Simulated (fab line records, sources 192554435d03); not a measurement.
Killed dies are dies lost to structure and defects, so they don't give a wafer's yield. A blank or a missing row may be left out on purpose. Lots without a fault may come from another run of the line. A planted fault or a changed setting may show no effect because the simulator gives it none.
Chamber matching | flow n5_finfet | N5_BEOL_M5_STRIP_19 on rie_diel-01: 4 sister chambers
The step strips in O2. 4 wafers are shown with their chamber, then 8 later ones without.

WAFERS WITH THEIR CHAMBER
wafer  | chamber | drypump_motor_current_A (A)
L090.5 | 2       | 5.2
L091.5 | 1       | 5.8
L091.6 | 0       | 5.0
L093.1 | 3       | 5.6

WAFERS WITHOUT THEIR CHAMBER
wafer  | drypump_motor_current_A (A)
L093.2 | 5.0
L093.6 | 5.7
L092.4 | 5.2
L092.5 | 5.6
L092.6 | 5.2
L096.3 | 5.2
L096.4 | 5.6
L096.6 | 4.9

WHICH CHAMBER EACH WENT THROUGH
wafer  | from the rows above     | in truth
L093.2 | 0                       | 0
L093.6 | can't be placed: 1 or 3 | 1
L092.4 | 2                       | 2
L092.5 | 3                       | 3
L092.6 | 2                       | 2
L096.3 | 2                       | 2
L096.4 | 3                       | 3
L096.6 | 0                       | 0
Placed correctly: 7 of 8. Can't be placed from these rows: 1 (the true chamber is among the candidates in 1). Placed wrongly: 0.
How it was worked out, from the rows above alone: a wafer's distance from a chamber is the root of the sum, over the readings, of the square of ((its reading less the chamber's mean) divided by the reading's scatter). The wafer belongs to the nearest chamber; if the next one is less than 2 further off, it can't be placed. A chamber's mean is the mean of its shown wafers. The scatter: with one shown wafer a chamber, the root of the mean of the squares of how far each hidden wafer lies from its nearest shown one.
